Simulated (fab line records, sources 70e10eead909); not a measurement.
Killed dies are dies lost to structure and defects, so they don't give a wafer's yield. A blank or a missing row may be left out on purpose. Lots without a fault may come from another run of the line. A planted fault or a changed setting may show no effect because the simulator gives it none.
fab line records | flow nand_harc
record lots=6 wafers=18 last_day=22
route steps=1159 shown P_STI@86 END@1159
lots that met no fault: from a run of the same line without faults
start_h: hours from the record's first day to the start of the lot's first wafer shown | wait_h: hours since the lot's step before | " the same as in the row above | L1.1+2: a row that stands for several wafers | - no value, or no start given | * or withheld: withheld | < > ~ a bound
route shown NAME@n: a module of which the file shows steps, and the number in the route of the first | usual: mean/standard deviation of fault-free wafers | same: alike in all rows | chamber/n: place in a boat | sites: the reading at each site | _std_site: their standard deviation | _edge_site: outer sites' mean less inner sites' | radius_mm: how far each site lies from the wafer's centre | mask NAME#n: copy n | behind: the tool/chamber that last shaped the wafer | hold: why the lot was held/for how many hours/how that ended | device: the transistor (n, p or np) that didn't switch | end of line: the same wafers' tests at the end of the route | a step without rows: its recipe alone | killed: dies lost to structure and defects at the first sort, not the wafer's yield | map: a wafer's dies, x killed, . not, _ none there
set.NAME: the setting as run; set.NAME@STEP: as run at that earlier step | model.NAME: the simulator's own value behind a step, which no gauge read
lots at some steps of the route; a table a step, a row a wafer
services: from which hour (start_h, from the record's first day; less than 0 if before it) a tool's chamber was out of use, for how many hours, and why
## steps
# step NHARC_P_STI_HARDBAKE_13
# recipe temp_c=118 time_s=65
# step NHARC_P_STI_DESCUM_14
# recipe time_s=3 o2_flow_sccm=200 ar_flow_sccm=0 bias_power_w=0 chemistry=O2
# usual drypump_motor_current_A=5.7/0.53 mfc_ar_sccm=0.006/0.012 oes_product_au=1.004/0.0082 rf_vpp_V=57.9/0.87 showerhead_plenum_p_Torr=1.93/0.094 throttle_valve_pct=11.311/0.0098
# columns lot.wafer tool chamber start_h wait_h drypump_motor_current_A mfc_ar_sccm oes_product_au rf_hours_counter_h rf_vpp_V showerhead_plenum_p_Torr throttle_valve_pct
L341.3 rie_diel-09 3 49.98 - 5.0 0.009 1.013 2.6 58.7 1.96 11.305
L341.1 " 0 " " 5.3 0 1.016 2.4 58.5 2.04 11.313
L341.2 " 2 " " 5.4 0.039 0.998 2.8 58.1 2.01 11.298
L342.3 rie_diel-10 0 54.69 - 5.9 0 1.004 1.7 56.9 1.81 11.304
L342.2 " 1 " " 6.8 0 1.002 1.7 58.9 1.89 11.297
L342.5 " 1 " " 6.7 0 0.996 - 57.6 1.89 11.324
L345.1 rie_diel-02 2 75.24 - 6.0 0 1.015 6.8 58.3 1.82 11.333
L345.5 " 1 " " 6.1 0.018 0.985 - 57.9 1.96 11.305
L345.6 " 2 " " 6.0 0 1.027 - 58.5 1.82 11.314
L347.4 rie_diel-02 2 85.16 - 6.0 0 1.014 7.0 57.4 1.82 11.302
L347.2 " 3 " " 5.4 0 1.010 7.5 57.1 2.00 11.324
L347.1 " 1 " " 6.0 0.018 0.991 7.1 57.9 1.96 11.305
L354.2 rie_diel-10 1 125.38 - 6.8 0 0.995 4.4 56.1 1.89 11.313
L354.1 " 2 " " 5.4 0.003 0.992 4.1 58.5 1.80 11.308
L354.6 " 3 " " 6.3 0 1.003 - 58.9 2.06 11.318
L355.4 rie_diel-10 0 134.18 - 5.9 0 1.007 4.5 57.1 1.81 11.312
L355.3 " 1 " " 6.7 0 1.002 4.4 58.8 1.89 11.312
L355.2 " 2 " " 5.4 0.003 0.999 4.2 58.1 1.80 11.324
# step NHARC_P_STI_ETCH_42
# recipe target_depth_a=800 overetch_a=240 time_s=61 ion_energy_ev=200 n2_flow_sccm=150 h2_flow_sccm=150 ar_flow_sccm=0 rf_w=400 bias_w=150 chemistry=N2/H2
# usual drypump_motor_current_A=5.7/0.52 mfc_ar_sccm=0.006/0.012 oes_product_au=1.004/0.0095 rf_vpp_V=431.0/3 showerhead_plenum_p_Torr=2.06/0.1 throttle_valve_pct=14.172/0.0095
# columns lot.wafer tool chamber start_h wait_h drypump_motor_current_A mfc_ar_sccm oes_product_au rf_hours_counter_h rf_vpp_V showerhead_plenum_p_Torr throttle_valve_pct
L341.1 rie_diel-09 3 50.09 0.1 5.0 0.009 1.019 2.6 431.7 2.09 14.166
L341.3 " 0 " " 5.4 0 1.012 2.4 433.6 2.18 14.168
L341.2 " 2 " " 5.4 0.039 1.011 2.8 433.9 2.14 14.184
L342.2 rie_diel-10 1 54.78 0.1 6.8 0 1.004 1.7 431.3 2.02 14.168
L342.3 " 0 " " 5.9 0 1.007 1.7 427.5 1.92 14.188
L342.5 " 1 " " 6.7 0 1.002 - 430.2 2.02 14.164
L345.1 rie_diel-02 3 75.32 0.1 5.4 0 1.011 7.2 432.8 2.13 14.176
L345.5 " 3 " " 5.4 0 1.004 - 433.4 2.13 14.174
L345.6 " 0 " " 5.2 0 1.016 - 433.1 2.15 14.156
L347.4 rie_diel-02 2 85.24 0.1 6.0 0 1.021 7.1 426.8 1.94 14.181
L347.2 " 0 " " 5.2 0 1.024 7.6 434.1 2.15 14.165
L347.1 " 1 " " 6.1 0.018 0.997 7.1 431.8 2.09 14.174
L354.1 rie_diel-10 0 125.45 0.1 5.9 0 1.016 4.4 426.7 1.92 14.165
L354.2 " 2 " " 5.4 0.003 1.008 4.1 425.8 1.92 14.172
L354.6 " 1 " " 6.8 0 1.009 - 430.5 2.02 14.176
L355.4 rie_diel-10 3 134.27 0.1 6.2 0 1.004 4.5 434.0 2.20 14.167
L355.2 " 0 " " 5.9 0 1.014 4.5 425.5 1.92 14.171
L355.3 " 1 " " 6.8 0 1.012 4.5 429.1 2.02 14.169
# step NHARC_P_STI_ETCH_31
# recipe target_depth_a=1089 time_s=54.5 cf4_flow_sccm=100 chf3_flow_sccm=30 ar_flow_sccm=0 rf_w=500 bias_w=200 chemistry=CF4/CHF3
# usual drypump_motor_current_A=5.7/0.53 mfc_ar_sccm=0.006/0.011 oes_product_au=0.966/0.015 rf_vpp_V=370.9/2.6 showerhead_plenum_p_Torr=1.58/0.072 throttle_valve_pct=16.803/0.0089
# columns lot.wafer tool chamber start_h wait_h drypump_motor_current_A mfc_ar_sccm oes_product_au rf_hours_counter_h rf_vpp_V showerhead_plenum_p_Torr throttle_valve_pct
L341.3 rie_diel-09 2 - - 5.4 0.039 0.957 2.8 374.0 1.65 16.809
L341.1 " 3 " " 5.0 0.009 0.971 2.7 371.3 1.61 16.821
L341.2 " 0 " " 5.3 0 0.970 2.4 374.4 1.67 16.794
L342.2 rie_diel-10 2 - - 5.4 0.003 0.986 1.5 367.7 1.49 16.797
L342.3 " 0 " " 5.9 0 0.970 1.7 367.3 1.49 16.812
L342.5 " 1 " " 6.8 0 0.968 - 369.9 1.56 16.796
L345.1 rie_diel-02 3 - - 5.4 0 0.985 7.2 370.5 1.64 16.793
L345.5 " 2 " " 6.0 0 0.976 - 368.3 1.50 16.829
L345.6 " 3 " " 5.4 0 0.988 - 373.5 1.64 16.801
L347.4 rie_diel-02 2 - - 6.0 0 0.965 7.1 368.2 1.50 16.825
L347.1 " 3 " " 5.4 0 0.961 7.5 372.5 1.64 16.810
L347.2 " 1 " " 6.1 0.018 0.946 7.2 372.7 1.61 16.805
L354.2 rie_diel-10 0 - - 5.9 0 0.966 4.4 367.6 1.49 16.798
L354.1 " 1 " " 6.8 0 0.983 4.4 370.1 1.56 16.791
L354.6 " 3 " " 6.2 0 0.966 - 373.4 1.68 16.789
L355.3 rie_diel-10 2 - - 5.4 0.003 0.943 4.3 369.0 1.48 16.811
L355.4 " 3 " " 6.2 0 0.953 4.5 374.0 1.68 16.794
L355.2 " 0 " " 5.9 0 0.947 4.5 367.4 1.49 16.807
# step NHARC_P_STI_ETCH_15
# recipe target_depth_a=3000 taper_deg=4 time_s=100.1 hbr_flow_sccm=150 cl2_flow_sccm=50 rf_w=400 icp_w=400 bias_w=100 chemistry=HBr/Cl2
# usual drypump_motor_current_A=5.7/0.32 oes_product_au=1.000/0.011 throttle_valve_pct=26.406/0.0086
# columns lot.wafer tool chamber start_h wait_h drypump_motor_current_A oes_product_au rf_hours_counter_h throttle_valve_pct
L341.3 rie_si-01 2 50.30 - 5.1 0.994 0.4 26.405
L341.2 " 3 " " 6.0 1.007 0.7 26.405
L341.1 " 1 " " 6.3 0.997 0.4 26.395
L342.3 rie_si-05 1 54.97 - 5.8 0.999 1.1 26.415
L342.2 " 0 " " 5.5 1.001 1.1 26.416
L342.5 " 2 " " 5.7 1.005 - 26.404
L345.1 rie_si-02 2 75.54 - 6.2 0.994 0.3 26.393
L345.6 " 0 " " 5.7 0.996 - 26.417
L345.5 " 1 " " 5.4 0.993 - 26.408
L347.1 rie_si-02 0 85.45 - 5.7 0.990 0.3 26.416
L347.2 " 1 " " 5.4 0.992 0.3 26.420
L347.4 " 2 " " 6.2 0.997 0.3 26.412
L354.1 rie_si-01 1 125.67 - 6.3 1.013 0.9 26.400
L354.2 " 2 " " 5.1 1.004 1.0 26.405
L354.6 " 0 " " 5.2 1.010 - 26.392
L355.3 rie_si-02 2 134.47 - 6.2 1.004 0.6 26.412
L355.4 " 3 " " 6.2 0.991 0.7 26.391
L355.2 " 0 " " 5.7 0.978 0.7 26.405
# step NHARC_P_STI_CD_MEAS_16
# usual cd_nm=199.4/2.6
# columns lot.wafer tool chamber start_h wait_h cd_nm
L341.1 cd_sem-01 - 50.46 - 206.7
L341.2 " - " " 200.4
L341.3 " - " " 199.7
L342.2 cd_sem-01 - 55.13 - 197.7
L342.3 " - " " 198.9
L342.5 " - " " 199.2
L345.1 cd_sem-02 - 75.67 - 198.9
L345.5 " - " " 202.6
L345.6 " - " " 199.3
L347.1 cd_sem-02 - 85.60 - 197.3
L347.2 " - " " 198.5
L347.4 " - " " 193.8
L354.1 cd_sem-01 - 125.81 - 197.9
L354.2 " - " " 199.8
L354.6 " - " " 201.9
L355.2 cd_sem-02 - 134.62 - 200.9
L355.3 " - " " 198.1
L355.4 " - " " 196.4
# step NHARC_P_STI_OCD_MEAS_17
# usual trench_depth_nm=301/4.7 trench_foot_cd_nm=158.1/2.6
# columns lot.wafer tool chamber start_h wait_h trench_depth_nm trench_foot_cd_nm
L341.1 ocd-02 - 50.55 0.1 300 165.7
L341.2 " - " " 300 159.9
L341.3 " - " " 302 160.9
L342.2 ocd-02 - 55.22 0.1 302 157.0
L342.3 " - " " 298 157.3
L342.5 " - " " 305 156.0
L345.1 ocd-02 - 75.76 0.1 301 157.6
L345.5 " - " " 298 161.7
L345.6 " - " " 297 158.1
L347.1 ocd-01 - 85.69 0.1 294 157.6
L347.2 " - " " 298 158.3
L347.4 " - " " 298 155.2
L354.1 ocd-02 - 125.90 0.1 307 154.1
L354.2 " - " " 302 158.5
L354.6 " - " " 304 159.7
L355.2 ocd-01 - 134.72 0.1 293 160.0
L355.3 " - " " 300 155.5
L355.4 " - " " 297 156.9
# step NHARC_P_STI_STRIP_19
# recipe time_s=900 temp_c=130 chemistry=SPM
# step NHARC_P_STI_PRECLEAN_32
# recipe time_s=* temp_c=50 bath_age_min=0 chemistry=SC1
# step NHARC_P_STI_SRD_23
# step NHARC_P_STI_OCD_MEAS_43
# usual trench_depth_nm=300/4.7 trench_foot_cd_nm=158.2/2.6
# columns lot.wafer tool chamber start_h wait_h trench_depth_nm trench_foot_cd_nm
L341.1 ocd-01 - 51.08 - 300 165.8
L341.2 " - " " 300 159.5
L341.3 " - " " 301 161.1
L342.2 ocd-02 - 55.73 - 302 156.5
L342.3 " - " " 299 157.7
L342.5 " - " " 304 156.7
L345.1 ocd-02 - 76.27 - 301 157.2
L345.5 " - " " 298 161.8
L345.6 " - " " 297 158.1
L347.1 ocd-02 - 86.19 - 294 158.4
L347.2 " - " " 297 157.9
L347.4 " - " " 298 155.6
L354.1 ocd-01 - 126.41 - 307 154.4
L354.2 " - " " 303 158.5
L354.6 " - " " 304 158.9
L355.2 ocd-01 - 135.23 - 294 160.2
L355.3 " - " " 300 155.5
L355.4 " - " " 295 156.3
# step NHARC_P_STI_OXIDE_33
# recipe target_thk_a=100 temp_c=1000 ox_time_s=281 material=SiO2
# step NHARC_P_STI_HDPCVD_20
# recipe target_thk_a=withheld sigma_open_frac=withheld material=SiO2
# columns lot.wafer tool chamber start_h wait_h
L341.1+2+3 hdpcvd-01 1,0,0 60.13 0.4
L342.2+3+5 hdpcvd-01 1,0,0 65.15 0.4
L345.1+5+6 hdpcvd-01 0,0,1 92.32 7.2
L347.1+2+4 hdpcvd-01 0,1,0 96.34 0.4
L354.1+2+6 hdpcvd-01 0,1,1 134.84 0.4
L354.1+2+6 hdpcvd-01 0,1,1 135.91 1.0
L355.2+3+4 hdpcvd-01 1,1,0 143.89 0.9
L355.2+3+4 hdpcvd-01 1,1,0 144.94 1.0
# step NHARC_P_STI_ANNEAL_34
# recipe temp_c=1000 time_s=1800
# step NHARC_END_SORT_01
# recipe temp_c=25
# usual killed_at_array=27/12 killed_at_other=0.8/1 killed_at_periphery=4.0/2.5 killed_dies=32/11 killed_open=3.3/1.8 killed_short=2.0/1.5
# same gross_dies=677
# columns lot.wafer tool chamber start_h wait_h killed_at_array killed_at_other killed_at_periphery killed_dies killed_open killed_short
L341.1 prober-02 0 451.58 2.5 19 0 5 24 4 2
L341.2 prober-02 0 452.40 2.8 15 0 5 20 4 0
L341.3 prober-02 0 453.21 3.1 23 0 0 23 1 1
L347.1 prober-02 0 476.32 2.5 27 3 2 32 0 2
L347.2 prober-02 0 477.13 2.8 30 4 1 35 3 2
L347.4 prober-02 0 478.75 3.4 19 2 0 21 0 1
L354.1 prober-01 0 533.07 2.5 14 2 2 18 3 2
L354.2 prober-01 0 533.87 2.8 18 2 1 21 5 2
L354.6 prober-01 0 537.10 4.0 13 2 2 17 2 2
L355.2 prober-02 0 533.92 2.8 19 1 5 25 5 2
L355.3 prober-02 0 534.73 3.1 20 0 3 23 4 0
L355.4 prober-02 0 535.54 3.4 11 0 5 16 2 3
# killed by level:class
L341.1 A_SLIT:chamber_film_flake=7 A_STAIRCASE:chamber_film_flake=5 A_CHANNEL_HOLE_D1:chamber_film_flake=4 A_M0:geometric_particle:open=2 P_CONTACT:chamber_film_flake=2 P_GATE:geometric_particle:open=1 P_M0:geometric_particle:short=1 P_M2:geometric_particle:open=1
L341.2 A_SLIT:chamber_film_flake=6 P_CONTACT:chamber_film_flake=4 A_CONTACT:chamber_film_flake=4 A_CHANNEL_HOLE_D1:chamber_film_flake=2 P_M2:geometric_particle:open=1 A_SOURCE_PLATE:geometric_particle:open=1 A_WL_FILL:geometric_particle:open=1 A_CONTACT:geometric_particle:open=1
L341.3 A_SLIT:chamber_film_flake=13 A_CHANNEL_HOLE_D1:chamber_film_flake=4 A_CONTACT:chamber_film_flake=3 A_CHANNEL_FILL_D1:geometric_particle:short=1 A_M0:geometric_particle:open=1 A_ZERO_WELL:chamber_film_flake=1
L347.1 A_SLIT:chamber_film_flake=11 A_STAIRCASE:chamber_film_flake=8 A_CHANNEL_HOLE_D1:chamber_film_flake=4 THIN_TSV:chamber_film_flake=3 P_GATE:chamber_film_flake=2 A_M1:chamber_film_flake=2 A_ONON_D1:geometric_particle:short=1 A_WL_FILL:geometric_particle:short=1
L347.2 A_SLIT:chamber_film_flake=11 A_STAIRCASE:chamber_film_flake=7 A_CHANNEL_HOLE_D1:chamber_film_flake=4 THIN_TSV:chamber_film_flake=3 A_M1:chamber_film_flake=2 A_ONON_D1:geometric_particle:open=1 A_CHANNEL_FILL_D1:geometric_particle:short=1 A_SGD_CUT:geometric_particle:open=1
L347.4 A_SLIT:chamber_film_flake=9 A_STAIRCASE:chamber_film_flake=4 A_CHANNEL_HOLE_D1:chamber_film_flake=2 A_M1:chamber_film_flake=2 THIN_TSV:chamber_film_flake=2 A_CONTACT:geometric_particle:short=1 A_CHANNEL_FILL_D1:chamber_film_flake=1
L354.1 A_CHANNEL_HOLE_D1:chamber_film_flake=5 A_STAIRCASE:chamber_film_flake=2 A_CONTACT:chamber_film_flake=2 THIN_TSV:chamber_film_flake=2 P_GATE:geometric_particle:short=1 A_CHANNEL_HOLE_D1:geometric_particle:open=1 A_M0:geometric_particle:short=1 A_WL_FILL:geometric_particle:open=1
L354.2 A_CHANNEL_HOLE_D1:chamber_film_flake=6 A_CHANNEL_FILL_D1:geometric_particle:open=2 A_CHANNEL_FILL_D1:chamber_film_flake=2 HYBRID_BOND:chamber_film_flake=2 A_SGD_CUT:geometric_particle:short=1 A_WL_FILL:geometric_particle:short=1 A_WL_FILL:geometric_particle:open=1 A_CONTACT:geometric_particle:open=1
L355.2 A_CHANNEL_HOLE_D1:chamber_film_flake=10 A_CONTACT:geometric_particle:open=2 A_STAIRCASE:chamber_film_flake=2 P_GATE:geometric_particle:open=1 A_ONON_D1:geometric_particle:open=1 A_SGD_CUT:geometric_particle:short=1 A_CONTACT:geometric_particle:short=1 A_M0:geometric_particle:open=1
L355.3 A_CHANNEL_HOLE_D1:chamber_film_flake=6 A_WL_FILL:chamber_film_flake=5 A_CONTACT:chamber_film_flake=4 P_CONTACT:geometric_particle:open=1 A_SOURCE_PLATE:geometric_particle:open=1 A_SGD_CUT:geometric_particle:open=1 A_WL_FILL:geometric_particle:open=1 P_STI:chamber_film_flake=1
L355.4 A_CHANNEL_HOLE_D1:chamber_film_flake=5 A_CONTACT:chamber_film_flake=4 P_STI:geometric_particle:short=1 P_M0:geometric_particle:short=1 P_M2:geometric_particle:open=1 A_CHANNEL_FILL_D1:geometric_particle:short=1 A_WL_FILL:geometric_particle:open=1 P_ZERO_WELL:chamber_film_flake=1
L354.6 A_CHANNEL_HOLE_D1:chamber_film_flake=5 A_CHANNEL_FILL_D1:chamber_film_flake=2 A_CONTACT:chamber_film_flake=2 P_GATE:geometric_particle:open=1 A_ONON_D1:geometric_particle:short=1 A_CONTACT:geometric_particle:short=1 A_M0:geometric_particle:open=1 P_M0:chamber_film_flake=1
## services
# columns tool chamber start_h hours kind
rie_diel-10 0 33.00 - clean
rie_diel-10 1 33.00 - clean
rie_diel-10 2 33.00 - clean
rie_diel-10 3 33.00 - clean
rie_si-01 - 33.41 0.1 repair
rie_si-02 - 34.00 9.0 pm
rie_si-02 - 45.24 0.3 repair
rie_diel-09 1 47.89 5.7 repair
rie_diel-10 0 57.50 - clean
rie_diel-10 1 57.50 - clean
rie_diel-10 2 57.50 - clean
rie_diel-10 3 57.50 - clean
rie_si-05 - 62.00 9.0 pm
rie_si-01 0 74.32 2.4 repair
rie_diel-09 - 77.10 9.0 pm
hdpcvd-01 - 81.21 11.1 repair
rie_diel-10 0 82.00 - clean
rie_diel-10 1 82.00 - clean
rie_diel-10 2 82.00 - clean
hdpcvd-01 - 111.00 13.0 pm
rie_diel-10 3 114.94 6.0 repair
rie_si-01 - 127.32 9.0 pm
rie_diel-02 3 132.41 13.4 repair
rie_si-05 - 144.65 0.4 repair
## key
first_sign step=NHARC_P_STI_HDPCVD_20 reading=visit direction=added
effect none on later readings
met_at NHARC_P_STI_HDPCVD_20
struck_wafers L354.1,L354.2,L354.6,L355.2,L355.3,L355.4
tester_left_out L354,L355
fault kind=repeated_step_whole tool=hdpcvd-01 chamber=- onset_h=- steps=NHARC_P_STI_HDPCVD_20 times=1 scope=struck_lots_only
# tester_left_out: of these lots the tester's yield and bins aren't shown, on N5 and GAA mostly nor the transistor test; their killed dies are dies lost to structure and defects alone, not to doping, threshold or leakage, so they don't give the yield
